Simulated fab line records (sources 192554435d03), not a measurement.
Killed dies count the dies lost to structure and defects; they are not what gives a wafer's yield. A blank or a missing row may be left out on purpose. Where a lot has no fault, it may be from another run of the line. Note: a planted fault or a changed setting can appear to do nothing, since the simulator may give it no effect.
One fault seen from 3 desks :: flow n5 finfet :: numbers are kept per desk, each desk with only its own; the story behind them comes last

## THE DEFECT DESK
Counts from the inspections along the route, per lot, as means over the sampled wafers that have a number. If a lot's mean is further than 4 standard deviations from the usual mean, the lot is out of limits and carries the mark OUT (the distance appears in the brackets).
Columns: A = raw defect count at N5_BEOL_M0_SAQP_INSPECT_16, usual 510
lot: L667
first seen here: day 5 21:56
A: 623

lot: L668
first seen here: day 6 04:49
A: 498

lot: L673
first seen here: day 7 10:37
A: 510

lot: L674
first seen here: day 7 13:31
A: 358

lot: L676
first seen here: day 8 15:02
A: 334

lot: L679
first seen here: day 9 21:22
A: 525

lot: L682
first seen here: day 9 23:41
A: 441

lot: L681
first seen here: day 9 23:57
A: 420

lot: L686
first seen here: day 11 01:55
A: 549

lot: L688
first seen here: day 11 10:47
A: 541
Result from this desk: across the 10 lots, nothing is out of limits.

## DESK OF THE TOOL OWNER: ald sin-03
The tool's own readings at N5_BEOL_M0_SAQP_SPACER1_ALD_98 (deposits SiO2, target thk 12.8 nm, pulse time 1 s, purge time 2 s): means of the sampled wafers that have a number, for each lot that ran on this tool. If a lot's mean is further than 4 standard deviations from the usual mean, the lot is out of limits and carries the mark OUT (the distance appears in the brackets).
Columns: A = heater power w at N5_BEOL_M0_SAQP_SPACER1_ALD_98, usual 448 W; B = precursor pulse height rel at N5_BEOL_M0_SAQP_SPACER1_ALD_98, usual 0.997
lot: L667
first seen here: day 5 23:17
A: 439
B: 0.999

lot: L668
first seen here: day 6 05:49
A: 434
B: 0.992

lot: L673
first seen here: day 7 11:35
A: 395
B: 0.994

lot: L674
first seen here: day 7 14:58
A: 431
B: 0.996
Result from this desk: across the 4 lots, nothing is out of limits.

## THE METROLOGY DESK
What the gauges read, lot by lot, whatever tool the lot ran on: means of the sampled wafers that have a number. If a lot's mean is further than 4 standard deviations from the usual mean, the lot is out of limits and carries the mark OUT (the distance appears in the brackets). Readings shown: 7 out of 11 (the first out of limits, and those lying furthest out on some lot).
Columns: A = cd nm at N5_BEOL_M0_SAQP_CD_MEAS_25, usual 12.81 nm; B = IOFF_P at N5_BEOL_M4_RC_MEAS_101, usual 0.21 nA/um; C = ION_N at N5_BEOL_M4_RC_MEAS_101, usual 674 uA/um; D = ION_P at N5_BEOL_M4_RC_MEAS_101, usual 460 uA/um; E = SS_P at N5_BEOL_M4_RC_MEAS_101, usual 73.4 mV/dec; F = VT_N at N5_BEOL_M4_RC_MEAS_101, usual 249 mV; G = VT_P at N5_BEOL_M4_RC_MEAS_101, usual -250 mV
lot: L667
first seen here: day 6 00:00
A: 12.90
B: 0.21
C: 665
D: 454
E: 74.1
F: 249
G: -252

lot: L668
first seen here: day 6 06:31
A: 12.93
B: 0.21
C: 673
D: 465
E: 73.1
F: 252
G: -251

lot: L673
first seen here: day 7 12:16
A: 9.25 (-16) OUT
B: 0.23
C: 679
D: 467
E: 74.1
F: 245
G: -249

lot: L674
first seen here: day 7 15:42
A: 9.24 (-16) OUT
B: 0.18
C: 671
D: 453
E: 72.5
F: 249
G: -253

lot: L676
first seen here: day 8 17:53
A: 12.76
B: 0.24
C: 682
D: 469
E: 73.5
F: 249
G: -248

lot: L679
first seen here: day 9 23:26
A: 12.87
B: 0.26
C: 685
D: 472
E: 73.4
F: 248
G: -246

lot: L682
first seen here: day 10 01:25
A: 12.94
B: 0.18
C: 667
D: 448
E: 72.8
F: 252
G: -255

lot: L681
first seen here: day 10 01:58
A: 12.68
B: 0.18
C: 662
D: 449
E: 73.4
F: 251
G: -256

lot: L686
first seen here: day 11 03:30
A: 13.18
B: 0.23
C: 674
D: 466
E: 73.1
F: 248
G: -246

lot: L688
first seen here: day 11 12:30
A: 12.73
B: 0.20
C: 661
D: 454
E: 72.3
F: 250
G: -251
This desk's finding: out of limits on L673, L674; first on L673, day 7 12:16 (cd nm at N5_BEOL_M0_SAQP_CD_MEAS_25). Within limits: L667, L668, L676, L679, L682, L681, L686, L688.

## PUT TOGETHER
The metrology desk could have raised an alarm at day 7 12:16, on L673, L674.
Nothing the defect desk looked at was out of limits.
Nothing out of limits was seen by the tool owner's desk.
The defect desk has L673, L674 on record, within its limits.
On record at the tool owner's desk: L673, L674, within its limits.
N5_BEOL_M0_SAQP_SPACER1_ALD_98 was run on ald sin-03 by each of the lots named.

## WHAT WAS PUT IN BY THE SIMULATOR
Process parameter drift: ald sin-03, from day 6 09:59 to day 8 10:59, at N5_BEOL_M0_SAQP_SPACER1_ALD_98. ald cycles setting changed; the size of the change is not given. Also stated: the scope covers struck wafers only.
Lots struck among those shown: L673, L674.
Time in hours between the start of the fault and the first out-of-limits reading at each desk: metrology desk, 26.
